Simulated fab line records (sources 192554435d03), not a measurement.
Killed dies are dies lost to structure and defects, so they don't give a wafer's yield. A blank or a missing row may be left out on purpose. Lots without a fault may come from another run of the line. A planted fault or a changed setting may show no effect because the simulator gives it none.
Code-filled problem report in 8D (eight disciplines) form :: flow n5_finfet :: the parts of the form that need people (team, actions taken, sign-off) are left out

== 1. THE ISSUE ==
At N5_MOL_CONTACT_COAG_COAT_75, spin_speed_rpm averages 1438.0 rpm over 6 wafers from 2 lots, while fault-free wafers read 1499.9 rpm, standard deviation 0.89. Measured from the usual mean, that is -70 standard deviations.
The step: time 60 s, resist thk 60 nm.
First observed at day 6 07:59: wafer L191.3, on litho_track-05. At this step, 12 wafers from 4 lots have a number in the record. By rule, "out" or "out of limits" means more than 4 standard deviations away from the usual mean. Any other wafer with a number is counted as sound.

== 2. WHAT IT IS; WHAT IT IS NOT ==
question: which readings at this step
is: spin_speed_rpm
is not: -

question: which lots
is: L191, L196
is not: L201, L205

question: which wafers of those lots
is: all that have a number
is not: -

question: read on which tools
is: litho_track-05
is not: litho_track-02

question: when
is: from day 6 07:59
is not: up to then (0 sound wafers); but 6 sound wafers of L201, L205 came after

== 3. THE SUSPECTS, EACH WITH WHAT RULES IT OUT ==
Counting: any tool at a process step up to the reading is kept as a suspect provided that every lot that is out went through it and no sound lot did after the first of them.
- litho_track-05 at N5_MOL_CONTACT_COAG_COAT_75 (time 60 s, resist thk 60 nm): ruled out as a lasting fault. After its first lot that is out, L191 (day 6 07:59), sound lots L205 ran on it.
Left after counting: nothing in the record.

== 4. THE CAUSE (what the simulator had put in) ==
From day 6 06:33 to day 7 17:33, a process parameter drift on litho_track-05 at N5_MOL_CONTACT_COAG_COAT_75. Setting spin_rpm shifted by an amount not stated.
Counting ruled it out, wrongly.

== 5. THE EFFECT CHAIN, in route order ==
One row per reading whose mean, taken over the struck wafers that have a number, lies over 3 standard deviations from the usual. Readings are gone through only where the record gives a usual standard deviation; hours: the median, over the lots, of the time from a lot's start at the first step in this table giving one to that lot's start at this step; sigmas: the change measured in usual standard deviations.
hours: 0
step: N5_MOL_CONTACT_COAG_COAT_75
reading: spin_speed_rpm
usual: 1499.9 rpm
on struck wafers: 1438.0
change: -61.9
sigmas: -70
Here are the process steps it includes:
- N5_MOL_CONTACT_COAG_COAT_75: time 60 s, resist thk 60 nm.
Later steps that measure or inspect, where all struck wafers having a row at the step show a number for every such reading and not one has moved that far: N5_BEOL_M4_RC_MEAS_101.

== 6. WHAT WOULD HAVE CAUGHT IT SOONER ==
In this record the first reading out of limits was taken at day 6 07:59, 1 hour after the fault began at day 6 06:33.
